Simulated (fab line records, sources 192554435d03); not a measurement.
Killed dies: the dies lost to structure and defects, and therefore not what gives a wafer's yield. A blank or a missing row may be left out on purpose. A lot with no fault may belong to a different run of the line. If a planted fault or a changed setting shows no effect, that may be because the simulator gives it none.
Matching of chambers :: flow n5-finfet :: N5_HKMG_FIN_ALD_21 on ald-metal-03: 4 sister chambers
The step deposits TiN, target thk 1.5 nm, pulse time 1 s, purge time 3 s. 4 wafers are shown with their chamber, then 6 later ones without.

== EACH WAFER AND ITS CHAMBER ==
wafer: L171.4
chamber: 0
heater-power-w (W): 748

wafer: L175.1
chamber: 1
heater-power-w (W): 913

wafer: L182.1
chamber: 3
heater-power-w (W): 937

wafer: L182.2
chamber: 2
heater-power-w (W): 899

== WAFERS MISSING THEIR CHAMBER ==
wafer: L182.4
heater-power-w (W): 906

wafer: L186.1
heater-power-w (W): 903

wafer: L186.3
heater-power-w (W): 885

wafer: L187.3
heater-power-w (W): 766

wafer: L187.4
heater-power-w (W): 934

wafer: L187.5
heater-power-w (W): 892

== WHICH CHAMBER EACH ONE RAN IN ==
wafer: L182.4
from the rows above: can't be placed: 1 or 2
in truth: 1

wafer: L186.1
from the rows above: can't be placed: 2 or 1
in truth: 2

wafer: L186.3
from the rows above: can't be placed: 2 or 1
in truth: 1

wafer: L187.3
from the rows above: 0
in truth: 0

wafer: L187.4
from the rows above: can't be placed: 3 or 1
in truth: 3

wafer: L187.5
from the rows above: can't be placed: 2 or 1
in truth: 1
1 of 6 placed correctly. Cannot be placed on the basis of these rows: 5; the candidates contain the true chamber in 5. 0 placed wrongly.
How it was worked out, from the rows above alone: a wafer's distance from a chamber is the root of the sum, over the readings, of the square of ((its reading less the chamber's mean) divided by the reading's scatter). If the next closest chamber is less than 2 further off than the closest, the wafer can't be placed; otherwise it belongs to the closest. Each chamber's mean is taken over the wafers shown for it. The scatter: root of mean squared gap, hidden wafer to nearest shown wafer, with one shown wafer a chamber.
